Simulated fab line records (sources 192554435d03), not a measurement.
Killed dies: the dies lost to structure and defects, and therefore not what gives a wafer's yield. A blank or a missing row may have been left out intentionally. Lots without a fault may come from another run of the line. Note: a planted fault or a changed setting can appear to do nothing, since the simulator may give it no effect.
Which of the tools did it? -- flow n5Finfet -- 36 wafers sampled from 12 lots at 1 step of a route of 1938

== WHAT EACH GAUGE READ, for each wafer ==
N5_BEOL_M12_INSPECT_55: inspects for defects (darkfield).
lot,measured,on,rawDefectCount
L076,day 11 13:36,defectInspect-02,114 93 121
L077,day 12 01:44,defectInspect-02,54 80 77
L080,day 12 16:16,defectInspect-02,103 79 77
L082,day 12 23:32,defectInspect-01,102 88 74
L081,day 13 06:08,defectInspect-02,133 129 155
L085,day 14 06:31,defectInspect-02,60 66 80
L086,day 14 12:26,defectInspect-02,39 85 49
L090,day 15 02:06,defectInspect-02,62 91 66
L091,day 15 03:51,defectInspect-01,106 77 68
L093,day 16 06:41,defectInspect-02,69 84 132
L096,day 16 13:37,defectInspect-01,65 56 74
L097,day 16 18:55,defectInspect-01,70 84 52

== WHICH TOOL RAN EACH LOT (tool, then ch and the chambers of the sampled wafers, then the start) ==
Record: no process step prior to these readings.

== THE ANSWER, worked out from the rows above alone ==
Rule: the lots themselves supply what counts as usual. The widest of any qualifying gaps counts: lots, ordered by their means at a reading, are off when they make up no more than a third of the lots, leave a main group of 4 or more, and stand apart from it by 3 or more times the standard deviation of that group's means. A main group is skipped when, at the precision printed for the reading in the tables above, its means are all equal. A lot without any number at a reading at which 4 lots or more have one is off too. All remaining lots with rows at the step are treated as sound.
Nothing can be told from this: no lot is off at any reading shown.

== WHAT HAD BEEN PUT IN BY THE SIMULATOR ==
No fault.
